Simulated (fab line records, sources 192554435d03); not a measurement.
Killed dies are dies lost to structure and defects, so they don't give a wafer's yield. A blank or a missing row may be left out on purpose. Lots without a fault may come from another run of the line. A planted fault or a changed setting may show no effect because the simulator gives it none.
fab line records | flow n5_finfet
record lots=7 wafers=39
route steps=1938 shown ZERO_LAYER@11 FIN_SAQP@138 DUMMY_GATE@221 HKMG_FIN@429
start_h: hours from the record's first day to the start of the lot's first wafer shown | wait_h: hours since the lot's step before | " the same as in the row above | L1.1+2: a row that stands for several wafers | - no value, or no start given | * or withheld: withheld | < > ~ a bound
route shown NAME@n: a module of which the file shows steps, and the number in the route of the first | usual: mean/standard deviation of fault-free wafers | same: alike in all rows | chamber/n: place in a boat | sites: the reading at each site | _std_site: their standard deviation | _edge_site: outer sites' mean less inner sites' | radius_mm: how far each site lies from the wafer's centre | mask NAME#n: copy n | behind: the tool/chamber that last shaped the wafer | hold: why the lot was held/for how many hours/how that ended | device: the transistor (n, p or np) that didn't switch | end of line: the same wafers' tests at the end of the route | a step without rows: its recipe alone | killed: dies lost to structure and defects at the first sort, not the wafer's yield | map: a wafer's dies, x killed, . not, _ none there
set.NAME: the setting as run; set.NAME@STEP: as run at that earlier step | model.NAME: the simulator's own value behind a step, which no gauge read
lots whose settings were changed on purpose; a table a step, a row a wafer
## steps
# step N5_ZERO_LAYER_DEVELOP_10
# recipe develop_time_s=60 rinse_liquid=diw dry=air_spin dev_temp_c=21
# columns lot.wafer tool chamber start_h wait_h set.develop_time_s
L080.1+2+6 litho_track-01 0 - - 86.79
L080.3+4+5 " 0 " " 60
L081.1+4+5 litho_track-01 0 - - 60
L081.2+3+6 " 0 " " 40.16
L084.1+2+5 litho_track-01 0 - - 89.75
L084.3+4+6 " 0 " " 60
L085.2+4+5 litho_track-04 0 - - 60
L091.1+3+5 litho_track-05 0 - - 36.43
L091.2+4+6 " 0 " " 60
L093.1+2+4 litho_track-01 0 - - 83.79
L093.3+5+6 " 0 " " 60
L097.1+2+3+4+5+6 litho_track-05 0 - - 60
# step N5_ZERO_LAYER_HARDBAKE_23
# recipe temp_c=130 time_s=120
# step N5_ZERO_LAYER_CD_MEAS_11
# recipe target_cd_nm=2000 landing_energy_ev=500 detector=se_inlens
# usual cd_nm=1998.7/2.2
# columns lot.wafer tool chamber start_h wait_h set.develop_time_s@ZERO_LAYER_DEVELOP_10 cd_nm
L080.1 cd_sem-01 0 48.77 - 86.79 2006.7
L080.2 " 0 " " 86.79 2003.9
L080.3 " 0 " " 60 1995.8
L080.4 " 0 " " 60 1994.5
L080.5 " 0 " " 60 1996.1
L080.6 " 0 " " 86.79 2006.2
L081.1 cd_sem-02 0 54.77 - 60 1997.5
L081.2 " 0 " " 40.16 1983.7
L081.3 " 0 " " 40.16 1988.8
L081.4 " 0 " " 60 1997.3
L081.5 " 0 " " 60 1996.1
L081.6 " 0 " " 40.16 1988.3
L084.1 cd_sem-01 0 72.79 - 89.75 2007.7
L084.2 " 0 " " 89.75 2006.7
L084.3 " 0 " " 60 1998.4
L084.4 " 0 " " 60 1997.5
L084.5 " 0 " " 89.75 2003.7
L084.6 " 0 " " 60 1997.6
L085.2 cd_sem-02 0 78.64 - 60 2000.9
L085.4 " 0 " " 60 2000.9
L085.5 " 0 " " 60 2000.3
L091.1 cd_sem-02 0 114.77 - 36.43 1983.8
L091.2 " 0 " " 60 1996.4
L091.3 " 0 " " 36.43 1986.0
L091.4 " 0 " " 60 1999.3
L091.5 " 0 " " 36.43 1983.4
L091.6 " 0 " " 60 1997.3
L093.1 cd_sem-01 0 126.64 - 83.79 2005.9
L093.2 " 0 " " 83.79 2005.0
L093.3 " 0 " " 60 1996.3
L093.4 " 0 " " 83.79 2006.3
L093.5 " 0 " " 60 2001.6
L093.6 " 0 " " 60 1996.2
L097.1 cd_sem-02 0 150.66 - 60 2001.0
L097.2 " 0 " " 60 2003.2
L097.3 " 0 " " 60 1997.4
L097.4 " 0 " " 60 2001.1
L097.5 " 0 " " 60 1999.5
L097.6 " 0 " " 60 1999.3
# step N5_ZERO_LAYER_DESCUM_16
# recipe chemistry=O2 time_s=7.9 source_power_w=50 bias_power_w=20 pressure_mtorr=20 rf_frequency_hz=2.712e+07 temp_c=40 o2_flow_sccm=225
# columns lot.wafer tool chamber start_h wait_h set.develop_time_s@ZERO_LAYER_DEVELOP_10 model.ZERO_LAYER.cd_nm
L080.1+6 rie_diel-01 1,3 48.80 0.0 86.79 2006
L080.2 " 0 " " 86.79 2004
L080.3+5 " 2 " " 60 1996
L080.4 " 3 " " 60 1995
L081.1+4 rie_diel-04 3,1 55.03 0.3 60 1997
L081.2 " 2 " " 40.16 1984
L081.3 " 0 " " 40.16 1989
L081.5 " 1 " " 60 1996
L081.6 " 2 " " 40.16 1988
L084.1+2 rie_diel-05 2,1 72.83 0.0 89.75 2007
L084.3 " 3 " " 60 -
L084.4 " 0 " " 60 1997
L084.5 " 0 " " 89.75 2003
L084.6 " 3 " " 60 1998
L085.2 rie_diel-04 1 78.68 0.0 60 2001
L085.4+5 " 3,2 " " 60 2000
L091.1 rie_diel-01 1 114.98 0.2 36.43 1984
L091.2 " 0 " " 60 1996
L091.3 " 1 " " 36.43 1986
L091.4 " 0 " " 60 1999
L091.5 " 1 " " 36.43 1983
L091.6 " 0 " " 60 1997
L093.1+4 rie_diel-04 1,0 126.68 0.0 83.79 2006
L093.2 " 3 " " 83.79 2005
L093.3+6 " 2,3 " " 60 1996
L093.5 " 0 " " 60 2001
L097.1+4 rie_diel-01 1,0 150.70 0.0 60 2001
L097.2 " 2 " " 60 2003
L097.3 " 0 " " 60 1997
L097.5+6 " 2,1 " " 60 2000
# step N5_FIN_SAQP_SPACER2_ALD_28
# recipe material=SiO2 target_thk_a=81 temp_c=300 ald_precursor_family=BDEAS ald_co_reactant=O2-plasma pulse_time_s=1 purge_time_s=2 co_reactant_purge_time_s=2 pressure_torr=2
# columns lot.wafer tool chamber start_h wait_h set.target_thk_a model.SiO2_of_FIN_SAQP_SPACER2_ALD_28.thk_nm
L080.1+2+5 ald_sin-03 0,3,0 61.81 0.1 96.65 9.6
L080.3+4 " 1,3 " " 81 8.2
L080.6 " 1 " " 81 8
L081.1+2+6 ald_sin-04 3,2,1 67.73 0.1 44.61 4.4
L081.3+4+5 " 1,0,0 " " 81 8
L084.1+3+4 ald_sin-03 3,2,3 87.06 0.1 81 8.2
L084.2+5+6 " 1,1,2 " " 65.1 6.4
L085.2+4+5 ald_sin-04 2,1,3 92.66 0.4 81 8
L091.1+3+6 ald_sin-04 0,1,1 127.80 0.4 81 8
L091.2+4 " 2,3 " " 51.2 5.2
L091.5 " 2 " " 51.2 5
L093.1+2 ald_sin-03 0,1 138.47 0.1 81 8
L093.3+4 " 2,3 " " 66.87 6.8
L093.5 " 1 " " 66.87 6.6
L093.6 " 0 " " 81 8.2
L097.1 ald_sin-03 3 163.95 0.1 81 8.2
L097.2+5 " 1,3 " " 81 8
L097.3+4+6 " 2,0,0 " " 37.79 3.8
# step N5_FIN_SAQP_SPACER2_ETCHBACK_29
# recipe chemistry=CHF3/O2 mode=anisotropic_etchback target=SiO2 target_depth_a=122 time_s=6.1 pressure_mtorr=30 source_w=650 bias_w=170 Ar_flow_sccm=200 CHF3_flow_sccm=50 O2_flow_sccm=5 ion_energy_ev=200
# step N5_FIN_SAQP_MANDREL2_REMOVE_60
# recipe chemistry=HBr/Cl2/O2 bt_time_s=10 target=a-Si stop_on=SiNx endpoint=OES-SiCl over_etch_frac=1 icp_w=600 bias_w=22 HBr_flow_sccm=150 Cl2_flow_sccm=80 O2_flow_sccm=5 pressure_mtorr=10
# columns lot.wafer tool chamber start_h wait_h set.target_thk_a@FIN_SAQP_SPACER2_ALD_28 model.FIN_SAQP.cd_nm
L080.1+5 rie_si-04 0 62.22 0.1 96.65 9.6
L080.2 " 1 " " 96.65 9.8
L080.3 " 2 " " 81 8.4
L080.4+6 " 3 " " 81 8.2
L081.1 rie_si-02 3 68.21 0.1 44.61 4.2
L081.2+6 " 1 " " 44.61 4.4
L081.3+4 " 0,2 " " 81 8
L081.5 " 2 " " 81 8.2
L084.1+3+4 rie_si-04 2,1,3 87.48 0.1 81 8.2
L084.2 " 0 " " 65.1 6.4
L084.5+6 " 1,0 " " 65.1 6.6
L085.2+5 rie_si-04 3,1 93.23 0.1 81 8
L085.4 " 0 " " 81 8.2
L091.1 rie_si-04 3 128.21 0.1 81 8
L091.2+5 " 0 " " 51.2 5
L091.3+6 " 2,3 " " 81 8.2
L091.4 " 2 " " 51.2 5.2
L093.1+6 rie_si-04 3,2 138.89 0.1 81 8.2
L093.2 " 2 " " 81 8.4
L093.3+4+5 " 0,0,3 " " 66.87 6.8
L097.1+2+5 rie_si-02 3,0,1 164.38 0.1 81 8
L097.3+4+6 " 2,1,0 " " 37.79 3.8
# step N5_FIN_SAQP_CD_MEAS_31
# recipe target_cd_nm=8 landing_energy_ev=1000 detector=se_inlens polarity=line
# usual cd_nm=8.11/0.2
# columns lot.wafer tool chamber start_h wait_h set.target_thk_a@FIN_SAQP_SPACER2_ALD_28 cd_nm
L080.1 cd_sem-02 0 62.33 0.1 96.65 9.51
L080.2 " 0 " " 96.65 9.83
L080.3 " 0 " " 81 8.28
L080.4 " 0 " " 81 8.18
L080.5 " 0 " " 96.65 10.12
L080.6 " 0 " " 81 8.11
L081.1 cd_sem-01 0 68.32 0.1 44.61 4.30
L081.2 " 0 " " 44.61 4.75
L081.3 " 0 " " 81 8.07
L081.4 " 0 " " 81 8.20
L081.5 " 0 " " 81 8.21
L081.6 " 0 " " 44.61 4.32
L084.1 cd_sem-01 0 87.59 0.1 81 8.34
L084.2 " 0 " " 65.1 6.25
L084.3 " 0 " " 81 8.12
L084.4 " 0 " " 81 7.95
L084.5 " 0 " " 65.1 6.69
L084.6 " 0 " " 65.1 6.25
L085.2 cd_sem-03 0 93.34 0.1 81 7.94
L085.4 " 0 " " 81 8.06
L085.5 " 0 " " 81 8.49
L091.1 cd_sem-01 0 128.32 0.1 81 7.98
L091.2 " 0 " " 51.2 5.22
L091.3 " 0 " " 81 7.99
L091.4 " 0 " " 51.2 5.10
L091.5 " 0 " " 51.2 4.72
L091.6 " 0 " " 81 8.43
L093.1 cd_sem-03 0 139.00 0.1 81 8.37
L093.2 " 0 " " 81 8.47
L093.3 " 0 " " 66.87 6.51
L093.4 " 0 " " 66.87 6.74
L093.5 " 0 " " 66.87 6.65
L093.6 " 0 " " 81 8.40
L097.1 cd_sem-01 0 164.49 0.1 81 8.27
L097.2 " 0 " " 81 8.06
L097.3 " 0 " " 37.79 3.65
L097.4 " 0 " " 37.79 3.69
L097.5 " 0 " " 81 8.03
L097.6 " 0 " " 37.79 3.92
# step N5_FIN_SAQP_HM_OPEN_33
# recipe chemistry=CH3F/O2 target=SiNx mask_material=SiO2 target_depth_a=494 time_s=70.6 pressure_mtorr=30 source_w=395 bias_w=73 Ar_flow_sccm=150 CH3F_flow_sccm=30 O2_flow_sccm=20 ion_energy_ev=120 ends=cleared
# step N5_FIN_SAQP_ETCH_34
# recipe chemistry=C4F6/O2 target=SiO2 target_depth_a=450 time_s=15 ion_energy_ev=250 pressure_mtorr=30 source_w=345 bias_w=185 Ar_flow_sccm=300 C4F6_flow_sccm=10 O2_flow_sccm=10 ends=cleared
# step N5_FIN_SAQP_STRIP_77
# recipe chemistry=N2/H2 time_s=90 power_w=100 temp_c=40 pressure_mtorr=100 rf_frequency_hz=6e+07 bias_power_w=3 n2_flow_sccm=300 h2_flow_sccm=300
# step N5_FIN_SAQP_HM_CD_35
# recipe target_cd_nm=8 polarity=line
# usual cd_nm=8.09/0.22
# columns lot.wafer tool chamber start_h wait_h set.target_thk_a@FIN_SAQP_SPACER2_ALD_28 cd_nm
L080.1 cd_sem-02 - 62.60 0.1 96.65 9.60
L080.2 " - " " 96.65 9.63
L080.3 " - " " 81 7.92
L080.4 " - " " 81 8.04
L080.5 " - " " 96.65 9.80
L080.6 " - " " 81 7.45
L081.1 cd_sem-02 - 68.58 0.1 44.61 4.30
L081.2 " - " " 44.61 4.58
L081.3 " - " " 81 8.28
L081.4 " - " " 81 8.08
L081.5 " - " " 81 8.11
L081.6 " - " " 44.61 4.32
L084.1 cd_sem-01 - 87.94 0.1 81 8.27
L084.2 " - " " 65.1 5.94
L084.3 " - " " 81 8.10
L084.4 " - " " 81 8.48
L084.5 " - " " 65.1 6.82
L084.6 " - " " 65.1 6.48
L085.2 cd_sem-03 - 93.64 0.1 81 8.23
L085.4 " - " " 81 8.13
L085.5 " - " " 81 8.14
L091.1 cd_sem-02 - 128.59 0.1 81 8.15
L091.2 " - " " 51.2 5.39
L091.3 " - " " 81 8.30
L091.4 " - " " 51.2 5.19
L091.5 " - " " 51.2 4.92
L091.6 " - " " 81 8.01
L093.1 cd_sem-02 - 139.26 0.1 81 8.26
L093.2 " - " " 81 8.17
L093.3 " - " " 66.87 6.79
L093.4 " - " " 66.87 6.30
L093.5 " - " " 66.87 6.73
L093.6 " - " " 81 8.42
L097.1 cd_sem-01 - 164.81 0.1 81 7.90
L097.2 " - " " 81 8.07
L097.3 " - " " 37.79 3.39
L097.4 " - " " 37.79 3.67
L097.5 " - " " 81 7.60
L097.6 " - " " 37.79 3.99
# step N5_FIN_SAQP_ETCH_64
# recipe chemistry=CF4 target=SiO2 target_depth_a=15 ion_energy_ev=350 pressure_mtorr=10 icp_w=800 bias_w=400 cf4_flow_sccm=80
# columns lot.wafer tool chamber start_h wait_h set.target_thk_a@FIN_SAQP_SPACER2_ALD_28 model.FIN_SAQP.cd_nm
L080.1 rie_si-02 2 62.65 0.0 96.65 9.6
L080.2+5 " 0 " " 96.65 9.8
L080.3+4 " 1,3 " " 81 8.2
L080.6 " 1 " " 81 8
L081.1 rie_si-06 3 68.63 0.0 44.61 4.2
L081.2 " 0 " " 44.61 4.6
L081.3 " 1 " " 81 8.2
L081.4+5 " 0,3 " " 81 8
L081.6 " 1 " " 44.61 4.4
L084.1+3+4 rie_si-02 3,1,0 87.99 0.0 81 8.2
L084.2 " 2 " " 65.1 6.4
L084.5+6 " 0,1 " " 65.1 6.6
L085.2+5 rie_si-06 0,1 93.69 0.0 81 8.2
L085.4 " 1 " " 81 8.4
L091.1+6 rie_si-06 1,2 128.64 0.0 81 8
L091.2+5 " 3,1 " " 51.2 5.2
L091.3 " 2 " " 81 8.2
L091.4 " 0 " " 51.2 5.4
L093.1+6 rie_si-04 3,0 139.31 0.0 81 8.2
L093.2 " 2 " " 81 8.4
L093.3+4+5 " 0,3,2 " " 66.87 6.8
L097.1 rie_si-06 2 164.86 0.0 81 7.8
L097.2+5 " 0,1 " " 81 8
L097.3+4 " 1,3 " " 37.79 3.6
L097.6 " 2 " " 37.79 3.8
# step N5_FIN_SAQP_FIN_ETCH_36
# recipe chemistry=HBr/Cl2/O2 target_depth_a=1200 mask_material=SiNx time_s=50.4 bias_w=102 pressure_mtorr=10 icp_w=800 HBr_flow_sccm=150 Cl2_flow_sccm=80 O2_flow_sccm=12
# step N5_FIN_SAQP_CD_MEAS_37
# recipe target_cd_nm=8 polarity=line
# usual cd_nm=8.08/0.25
# columns lot.wafer tool chamber start_h wait_h set.target_thk_a@FIN_SAQP_SPACER2_ALD_28 cd_nm
L080.1 cd_sem-03 - 62.79 0.1 96.65 9.60
L080.2 " - " " 96.65 9.70
L080.3 " - " " 81 8.44
L080.4 " - " " 81 8.39
L080.5 " - " " 96.65 9.52
L080.6 " - " " 81 8.11
L081.1 cd_sem-01 - 68.77 0.1 44.61 4.03
L081.2 " - " " 44.61 4.56
L081.3 " - " " 81 8.39
L081.4 " - " " 81 8.48
L081.5 " - " " 81 8.38
L081.6 " - " " 44.61 4.06
L084.1 cd_sem-02 - 88.14 0.1 81 8.21
L084.2 " - " " 65.1 6.47
L084.3 " - " " 81 8.53
L084.4 " - " " 81 7.70
L084.5 " - " " 65.1 6.78
L084.6 " - " " 65.1 6.96
L085.2 cd_sem-03 - 93.83 0.1 81 8.00
L085.4 " - " " 81 8.47
L085.5 " - " " 81 8.21
L091.1 cd_sem-01 - 128.78 0.1 81 8.12
L091.2 " - " " 51.2 4.76
L091.3 " - " " 81 8.30
L091.4 " - " " 51.2 5.50
L091.5 " - " " 51.2 4.92
L091.6 " - " " 81 7.98
L093.1 cd_sem-02 - 139.45 0.1 81 7.93
L093.2 " - " " 81 8.73
L093.3 " - " " 66.87 6.77
L093.4 " - " " 66.87 6.73
L093.5 " - " " 66.87 6.68
L093.6 " - " " 81 8.04
L097.1 cd_sem-02 - 165.00 0.1 81 7.69
L097.2 " - " " 81 7.82
L097.3 " - " " 37.79 3.67
L097.4 " - " " 37.79 3.52
L097.5 " - " " 81 7.61
L097.6 " - " " 37.79 3.67
# step N5_DUMMY_GATE_PECVD_30
# recipe material=SiO2 target_thk_a=550 temp_c=400 precursor=TEOS/O2 pressure_torr=6.5 rf_w=withheld teos_flow_sccm=withheld gas=O2 flow_sccm=2650 time_s=10.8
# columns lot.wafer tool chamber start_h wait_h set.time_s model.SiO2_of_DUMMY_GATE_PECVD_30.thk_nm
L080.1 pecvd-04 2 81.75 0.0 10.8 54.6
L080.2 " 1 " " 7.611 39.2
L080.3+6 " 0,1 " " 7.611 40
L080.4 " 0 " " 10.8 56.4
L080.5 " 2 " " 10.8 54.8
L081.1 pecvd-03 1 87.16 0.0 10.8 54
L081.2+3 " 0,2 " " 10.8 53.8
L081.4 " 0 " " 10.8 55.4
L081.5 " 2 " " 10.8 54.8
L081.6 " 1 " " 10.8 55.2
L084.1 pecvd-04 0 106.79 0.0 10.8 54.6
L084.2 " 2 " " 10.8 54.4
L084.3 " 1 " " 10.8 54.8
L084.4 " 1 " " 10.8 55.8
L084.5 " 2 " " 10.8 55.2
L084.6 " 0 " " 10.8 55.6
L085.2 pecvd-04 2 113.38 0.0 10.8 55.6
L085.4 " 2 " " 10.8 55.4
L085.5 " 0 " " 10.8 56.2
L091.1+3 pecvd-04 0,1 149.62 0.0 10.8 55.2
L091.2 " 2 " " 10.8 55.4
L091.4+5+6 " 0,2,1 " " 10.8 55.6
L093.1 pecvd-03 1 157.86 0.0 4.554 23.6
L093.2 " 0 " " 10.8 54.2
L093.3 " 2 " " 10.8 54.6
L093.4 " 1 " " 4.554 24.6
L093.5 " 2 " " 10.8 55
L093.6 " 0 " " 4.554 24.2
L097.1+3 pecvd-03 0,2 184.31 0.0 10.8 54.6
L097.2 " 1 " " 10.8 55.4
L097.4 " 2 " " 10.8 56.4
L097.5 " 0 " " 10.8 55.6
L097.6 " 1 " " 10.8 56.6
# step N5_HKMG_FIN_DEVELOP_11
# recipe develop_time_s=30 developer=TMAH resist=CAR-ArF dev_temp_c=23 rinse_liquid=diw dry=air_spin
# columns lot.wafer tool chamber start_h wait_h set.develop_time_s model.CAR-ArF_of_HKMG_FIN_COAT_06.thk_nm
L080.1 litho_track-05 0 - - 22.62 88.6
L080.2 " 0 " " 22.62 88.2
L080.3 " 0 " " 22.62 88.4
L080.4+5 " 0 " " 30 88.2
L080.6 " 0 " " 30 88.4
L081.1+2 litho_track-02 0 - - 30 88.2
L081.3+5 " 0 " " 18.92 88.6
L081.4 " 0 " " 30 88.6
L081.6 " 0 " " 18.92 88.8
L084.1 litho_track-03 0 - - 30 88.2
L084.2+4 " 0 " " 21.47 89
L084.3 " 0 " " 21.47 88.6
L084.5+6 " 0 " " 30 88.4
L085.2+5 litho_track-02 0 - - 30 88.4
L085.4 " 0 " " 30 88.2
L091.1+4 litho_track-05 0 - - 45.51 87.8
L091.2 " 0 " " 45.51 87.6
L091.3 " 0 " " 30 88
L091.5 " 0 " " 30 88.4
L091.6 " 0 " " 30 88.2
L093.1 litho_track-02 0 - - 30 88.4
L093.2+5 " 0 " " 30 88.6
L093.3+4+6 " 0 " " 14.25 89.2
L097.1+4 litho_track-05 0 - - 30 88
L097.2+3+5 " 0 " " 15.61 88.6
L097.6 " 0 " " 30 87.8
# step N5_HKMG_FIN_CD_MEAS_12
# recipe target_cd_nm=92.8 landing_energy_ev=500 detector=se_inlens
# usual cd_nm=93.5/0.65
# columns lot.wafer tool chamber start_h wait_h set.develop_time_s@HKMG_FIN_DEVELOP_11 cd_nm
L080.1 cd_sem-03 0 111.48 - 22.62 93.4
L080.2 " 0 " " 22.62 92.9
L080.3 " 0 " " 22.62 92.5
L080.4 " 0 " " 30 93.1
L080.5 " 0 " " 30 94.0
L080.6 " 0 " " 30 93.6
L081.1 cd_sem-03 0 116.79 - 30 93.3
L081.2 " 0 " " 30 93.8
L081.3 " 0 " " 18.92 91.3
L081.4 " 0 " " 30 92.9
L081.5 " 0 " " 18.92 91.3
L081.6 " 0 " " 18.92 90.9
L084.1 cd_sem-01 0 135.42 - 30 93.6
L084.2 " 0 " " 21.47 92.0
L084.3 " 0 " " 21.47 92.2
L084.4 " 0 " " 21.47 92.3
L084.5 " 0 " " 30 93.1
L084.6 " 0 " " 30 93.9
L085.2 cd_sem-01 0 142.44 - 30 92.5
L085.4 " 0 " " 30 93.5
L085.5 " 0 " " 30 93.6
L091.1 cd_sem-03 0 177.90 - 45.51 95.4
L091.2 " 0 " " 45.51 94.9
L091.3 " 0 " " 30 94.1
L091.4 " 0 " " 45.51 96.7
L091.5 " 0 " " 30 94.7
L091.6 " 0 " " 30 94.1
L093.1 cd_sem-02 0 187.26 - 30 93.4
L093.2 " 0 " " 30 92.9
L093.3 " 0 " " 14.25 89.1
L093.4 " 0 " " 14.25 88.8
L093.5 " 0 " " 30 93.0
L093.6 " 0 " " 14.25 89.3
L097.1 cd_sem-01 0 215.20 - 30 93.0
L097.2 " 0 " " 15.61 90.2
L097.3 " 0 " " 15.61 90.2
L097.4 " 0 " " 30 93.5
L097.5 " 0 " " 15.61 89.8
L097.6 " 0 " " 30 93.7
# step N5_HKMG_FIN_DESCUM_17
# recipe chemistry=O2 time_s=7.9 source_power_w=50 bias_power_w=20 pressure_mtorr=20 rf_frequency_hz=2.712e+07 temp_c=40 resist=CAR-ArF o2_flow_sccm=225
# columns lot.wafer tool chamber start_h wait_h set.develop_time_s@HKMG_FIN_DEVELOP_11 model.HKMG_FIN.cd_nm
L080.1 rie_diel-02 2 111.65 0.1 22.62 93.4
L080.2 " 3 " " 22.62 93
L080.3 " 1 " " 22.62 92.8
L080.4 " 0 " " 30 92.6
L080.5 " 0 " " 30 93.8
L080.6 " 3 " " 30 93.2
L081.1 rie_diel-03 3 116.88 0.0 30 93.4
L081.2 " 0 " " 30 93.2
L081.3 " 2 " " 18.92 91.6
L081.4 " 2 " " 30 93
L081.5+6 " 0,3 " " 18.92 91.2
L084.1 rie_diel-03 3 135.58 0.1 30 93.6
L084.2 " 2 " " 21.47 92.2
L084.3+4 " 1,0 " " 21.47 92.4
L084.5 " 3 " " 30 93.4
L084.6 " 2 " " 30 93.8
L085.2 rie_diel-03 3 142.53 0.0 30 92.8
L085.4 " 0 " " 30 93.4
L085.5 " 0 " " 30 93.6
L091.1 rie_diel-03 1 177.99 0.0 45.51 95.4
L091.2 " 2 " " 45.51 95
L091.3 " 3 " " 30 94
L091.4 " 0 " " 45.51 96.4
L091.5 " 0 " " 30 94.8
L091.6 " 1 " " 30 93.8
L093.1 rie_diel-02 2 187.67 0.3 30 93.4
L093.2 " 0 " " 30 92.8
L093.3 " 3 " " 14.25 89.4
L093.4 " 3 " " 14.25 88.6
L093.5 " 0 " " 30 93.2
L093.6 " 2 " " 14.25 89.6
L097.1 rie_diel-06 3 215.28 0.0 30 93.2
L097.2 " 2 " " 15.61 90.4
L097.3 " 1 " " 15.61 90.2
L097.4 " 0 " " 30 93.4
L097.5 " 0 " " 15.61 89.2
L097.6 " 1 " " 30 93.6
## key
split step=N5_ZERO_LAYER_DEVELOP_10 setting=develop_time_s stated=60 by=wafer
response step=N5_ZERO_LAYER_CD_MEAS_11 reading=cd_nm change=+0.233 per=1% r=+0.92
response step=N5_ZERO_LAYER_DESCUM_16 reading=model.ZERO_LAYER.cd_nm change=+0.235 per=1% r=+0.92
split step=N5_FIN_SAQP_SPACER2_ALD_28 setting=target_thk_a stated=81 by=wafer
response step=N5_FIN_SAQP_SPACER2_ALD_28 reading=model.SiO2_of_FIN_SAQP_SPACER2_ALD_28.thk_nm change=+0.0799 per=1% r=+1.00
response step=N5_FIN_SAQP_MANDREL2_REMOVE_60 reading=model.FIN_SAQP.cd_nm change=+0.081 per=1% r=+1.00
response step=N5_FIN_SAQP_CD_MEAS_31 reading=cd_nm change=+0.0839 per=1% r=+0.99
response step=N5_FIN_SAQP_HM_CD_35 reading=cd_nm change=+0.0829 per=1% r=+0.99
response step=N5_FIN_SAQP_ETCH_64 reading=model.FIN_SAQP.cd_nm change=+0.0803 per=1% r=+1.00
response step=N5_FIN_SAQP_CD_MEAS_37 reading=cd_nm change=+0.0822 per=1% r=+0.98
split step=N5_DUMMY_GATE_PECVD_30 setting=time_s stated=10.8 by=wafer
response step=N5_DUMMY_GATE_PECVD_30 reading=model.SiO2_of_DUMMY_GATE_PECVD_30.thk_nm change=+0.527 per=1% r=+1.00
split step=N5_HKMG_FIN_DEVELOP_11 setting=develop_time_s stated=30 by=wafer
response step=N5_HKMG_FIN_DEVELOP_11 reading=model.CAR-ArF_of_HKMG_FIN_COAT_06.thk_nm change=-0.0116 per=1% r=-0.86
response step=N5_HKMG_FIN_CD_MEAS_12 reading=cd_nm change=+0.0546 per=1% r=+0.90
response step=N5_HKMG_FIN_DESCUM_17 reading=model.HKMG_FIN.cd_nm change=+0.0527 per=1% r=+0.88
